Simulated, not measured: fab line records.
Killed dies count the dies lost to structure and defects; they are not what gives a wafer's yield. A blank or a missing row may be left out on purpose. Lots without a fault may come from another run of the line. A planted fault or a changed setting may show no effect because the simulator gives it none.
What tool caused it?    flow nandHarc    33 wafers from 11 lots sampled at 6 of the route's 1159 steps

== WHAT THE GAUGES READ, wafer by wafer ==
NHARC_END_SORT_01. Usual: killedAtArray 26, standard deviation 11; killedAtOther 0.4, standard deviation 0.78; killedAtPeriphery 3.4, standard deviation 2.4; killedDies 29, standard deviation 11; killedOpen 3.1, standard deviation 1.9; killedShort 1.9, standard deviation 1.4.
lot   measured      on         killedAtArray  killedAtOther  killedAtPeriphery  killedDies  killedOpen  killedShort  flag
L404  day 25 07:33  prober-02  31 26 129      3 2 4          4 4 5              38 32 138   3 1 4       1 0 3        OFF
L407  day 25 09:01  prober-01  34 112 30      0 0 1          7 1 2              41 113 33   3 0 0       3 2 1        OFF

== EACH LOT AND THE TOOL THAT RAN IT (in order: tool; ch and the chambers of the sampled wafers; start) ==
lot   NHARC_A_CONTACT_ETCH_133            NHARC_A_CONTACT_ETCH_91            NHARC_A_CONTACT_DESCUM_13          NHARC_A_CONTACT_ETCH_30                       NHARC_A_CONTACT_ETCH_135
L387  harCapEtch-01 ch 1, day 16 18:23    rieDiel-06 ch 0,1, day 16 18:58    rieDiel-13 ch 1,3, day 17 00:49    rieDiel-13 ch 0,3, day 17 02:02 or earlier    harCapEtch-01 ch 0,1, day 17 02:02
L390  harCapEtch-01 ch 0,1, day 16 22:06  rieDiel-13 ch 0,2,3, day 16 22:42  rieDiel-04 ch 0,1, day 17 02:36    rieDiel-04 ch 1,2,3, day 17 03:54 or earlier  harCapEtch-02 ch 0,1, day 17 03:54
L389  harCapEtch-03 ch 0,1, day 16 22:25  rieDiel-04 ch 0,2,3, day 16 22:57  rieDiel-13 ch 1,2,3, day 17 02:15  rieDiel-13 ch 0,2,3, day 17 03:27 or earlier  harCapEtch-03 ch 0,1, day 17 03:27
L392  harCapEtch-02 ch 0,1, day 17 14:01  rieDiel-04 ch 1,2, day 17 14:37    rieDiel-04 ch 0,3, day 17 18:03    rieDiel-04 ch 0,3, day 17 19:28 or earlier    harCapEtch-03 ch 0,1, day 17 19:28
L394  harCapEtch-02 ch 0,1, day 18 15:52  rieDiel-04 ch 0,1,2, day 18 16:24  rieDiel-04 ch 1,2,3, day 18 20:43  rieDiel-04 ch 0,2,3, day 18 21:59 or earlier  harCapEtch-02 ch 0,1, day 18 21:59
L397  harCapEtch-02 ch 0,1, day 19 11:49  rieDiel-04 ch 2,3, day 19 12:18    rieDiel-04 ch 0,1, day 19 18:42    rieDiel-04 ch 0,1,2, day 19 19:59 or earlier  harCapEtch-02 ch 0,1, day 19 19:59
L395  harCapEtch-01 ch 0,1, day 19 11:56  rieDiel-04 ch 0,2,3, day 19 12:29  rieDiel-06 ch 1,2,3, day 19 17:43  rieDiel-06 ch 0,3, day 19 19:59 or earlier    harCapEtch-03 ch 0,1, day 19 19:59
L404  harCapEtch-02 ch 0,1, day 20 21:35  rieDiel-13 ch 0,1,3, day 20 22:10  rieDiel-13 ch 0,1,2, day 21 08:56  rieDiel-13 ch 1,2,3, day 21 10:13 or earlier  harCapEtch-01 ch 0,1, day 21 10:13
L407  harCapEtch-02 ch 0,1, day 21 08:07  rieDiel-06 ch 0,1,3, day 21 08:37  rieDiel-04 ch 1,2, day 21 13:10    rieDiel-04 ch 1,2, day 21 14:39 or earlier    harCapEtch-03 ch 0,1, day 21 14:39
L409  harCapEtch-01 ch 0,1, day 22 03:10  rieDiel-06 ch 0,2,3, day 22 03:45  rieDiel-13 ch 0,1,3, day 22 10:23  rieDiel-13 ch 0,1, day 22 11:35 or earlier    harCapEtch-02 ch 0,1, day 22 11:35
L410  harCapEtch-01 ch 0,1, day 22 17:50  rieDiel-04 ch 0,2, day 22 18:22    rieDiel-13 ch 0,1,2, day 23 00:12  rieDiel-13 ch 0,3, day 23 01:27 or earlier    harCapEtch-03 ch 1, day 23 01:27
- NHARC_A_CONTACT_ETCH_133: etches the open film in C4F8/O2/Ar, time 195 s, target depth 840 nm.
- NHARC_A_CONTACT_ETCH_91: etches the open film in CH3F/O2, target depth 40 nm, time 85.7 s.
- NHARC_A_CONTACT_DESCUM_13: chemistry O2, time 3 s.
- NHARC_A_CONTACT_ETCH_30: etches the open film in CF4/CHF3, target depth 60.5 nm, time 30.2 s.
- NHARC_A_CONTACT_ETCH_135: etches the open film in C4F8/O2/Ar, time 132 s, target depth 1287 nm.

== AS READ BY THE TOOLS THEMSELVES (means over the sampled wafers that have a number; for cases with no such wafer, the mark the record gives instead) ==
NHARC_A_CONTACT_ETCH_91. Usual: drypumpMotorCurrentA 5.7 A, standard deviation 0.43; mfcArSccm 200.0 sccm, standard deviation 0.58; oesProductAu 0.937 a.u., standard deviation 0.029; rfVppV 244.8 V, standard deviation 1.7; showerheadPlenumPTorr 2.49 Torr, standard deviation 0.11; throttleValvePct 20.664 %, standard deviation 0.0097.
lot   tool        drypumpMotorCurrentA (A)  mfcArSccm (sccm)  oesProductAu (a.u.)  rfVppV (V)  showerheadPlenumPTorr (Torr)  throttleValvePct (%)  flag
L387  rieDiel-06  6.3                       199.6             0.928                246.0       2.54                          20.659                
L390  rieDiel-13  5.9                       200.2             0.925                244.3       2.46                          20.658                
L389  rieDiel-04  5.6                       199.9             0.929                243.6       2.42                          20.655                
L392  rieDiel-04  5.6                       200.1             0.938                245.1       2.55                          20.660                
L394  rieDiel-04  5.7                       200.0             0.917                245.2       2.51                          20.666                
L397  rieDiel-04  5.3                       200.2             0.921                244.0       2.36                          20.660                
L395  rieDiel-04  5.6                       200.0             0.928                243.5       2.42                          20.659                
L404  rieDiel-13  5.5                       200.4             0.933                244.0       2.48                          20.668                
L407  rieDiel-06  6.2                       199.8             0.927                245.2       2.56                          20.662                
L409  rieDiel-06  6.2                       199.6             0.918                245.3       2.54                          20.652                
L410  rieDiel-04  5.9                       200.8             0.923                244.4       2.46                          20.664                

NHARC_A_CONTACT_DESCUM_13. Usual: drypumpMotorCurrentA 5.7 A, standard deviation 0.43; mfcArSccm 0.003 sccm, standard deviation 0.006; oesProductAu 0.999 a.u., standard deviation 0.0077; rfVppV 57.8 V, standard deviation 0.88; showerheadPlenumPTorr 1.93 Torr, standard deviation 0.095; throttleValvePct 11.311 %, standard deviation 0.01.
lot   tool        drypumpMotorCurrentA (A)  mfcArSccm (sccm)  oesProductAu (a.u.)  rfVppV (V)  showerheadPlenumPTorr (Torr)  throttleValvePct (%)  flag
L387  rieDiel-13  5.3                       0.000             0.997                56.7        1.79                          11.315                
L390  rieDiel-04  5.6                       0.003             1.001                59.1        2.01                          11.315                
L389  rieDiel-13  5.8                       0.004             0.997                57.6        1.87                          11.322                
L392  rieDiel-04  5.4                       0.001             0.995                57.5        1.86                          11.316                
L394  rieDiel-04  5.4                       0.001             0.998                58.4        1.91                          11.315                
L397  rieDiel-04  5.6                       0.003             1.001                58.9        2.00                          11.310                
L395  rieDiel-06  6.4                       0.012             1.008                57.3        2.00                          11.316                
L404  rieDiel-13  5.8                       0.004             1.006                57.7        1.92                          11.304                
L407  rieDiel-04  5.5                       0.003             1.000                58.5        1.98                          11.310                
L409  rieDiel-13  5.4                       0.000             0.998                57.8        1.93                          11.309                
L410  rieDiel-13  5.8                       0.004             1.006                57.5        1.92                          11.310                

NHARC_A_CONTACT_ETCH_30. Usual: chf3FlowSccm 29.99 sccm (standard deviation 0.096); drypumpMotorCurrentA 5.7 A (standard deviation 0.43); mfcArSccm 0.003 sccm (standard deviation 0.0069); oesProductAu 0.930 a.u. (standard deviation 0.015); rfVppV 371.0 V (standard deviation 2.6); showerheadPlenumPTorr 1.59 Torr (standard deviation 0.074); throttleValvePct 16.802 % (standard deviation 0.0091).
lot   tool        chf3FlowSccm (sccm)  drypumpMotorCurrentA (A)  mfcArSccm (sccm)  oesProductAu (a.u.)  rfVppV (V)  showerheadPlenumPTorr (Torr)  throttleValvePct (%)  flag
L387  rieDiel-13  30.09                5.5                       0.000             0.929                369.3       1.55                          16.803                
L390  rieDiel-04  30.00                5.5                       0.001             0.921                370.1       1.57                          16.803                
L389  rieDiel-13  29.93                5.8                       0.004             0.919                371.4       1.58                          16.795                
L392  rieDiel-04  30.12                5.6                       0.001             0.924                370.9       1.57                          16.799                
L394  rieDiel-04  30.05                5.6                       0.001             0.935                369.9       1.55                          16.800                
L397  rieDiel-04  30.05                5.7                       0.002             0.928                371.4       1.61                          16.796                
L395  rieDiel-06  29.98                6.0                       0.011             0.926                372.4       1.63                          16.806                
L404  rieDiel-13  30.00                5.7                       0.004             0.922                371.6       1.62                          16.803                
L407  rieDiel-04  29.93                5.7                       0.001             0.928                370.5       1.59                          16.801                
L409  rieDiel-13  29.82                5.4                       0.000             0.926                368.7       1.51                          16.797                
L410  rieDiel-13  30.01                5.6                       0.000             0.944                371.9       1.61                          16.799                

== THE ANSWER, worked out from the rows above alone ==
Rule: take the mean of a lot's wafers that have a number; if it is more than 3 standard deviations from the usual mean, the lot is off. Also off: a lot with no number at a reading for which 4 or more lots have one. The other lots that the step has rows for count as sound. First the gauges in route order, then the tools' own readings, where a lot's mean is used as printed above. The first step at which some lot is off is used, and at that step the reading that is off furthest; a lot without a number counts as furthest.
Off: L404, L407, at NHARC_END_SORT_01 (killedDies). Neither off nor sound, because the step has no rows for them: L387, L390, L389, L392, L394, L397, L395, L409, L410.
A tool fits if, at a process step before that reading, it ran every lot that is off, and no sound lot after the first of them. The gauges at NHARC_END_SORT_01 are tried like those tools. NHARC_A_CONTACT_ETCH_30 gives no start for some lots, so the hours and the order of its lots are those of NHARC_A_CONTACT_ETCH_135. One fits: harCapEtch-02 at NHARC_A_CONTACT_ETCH_133. It ran no sound lot before its first lot that is off in this sample, so the start can't be narrowed down.

== WHAT THE SIMULATOR HAD PUT IN ==
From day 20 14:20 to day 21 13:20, harCapEtch-02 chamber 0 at NHARC_A_CONTACT_ETCH_133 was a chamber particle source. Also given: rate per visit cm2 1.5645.
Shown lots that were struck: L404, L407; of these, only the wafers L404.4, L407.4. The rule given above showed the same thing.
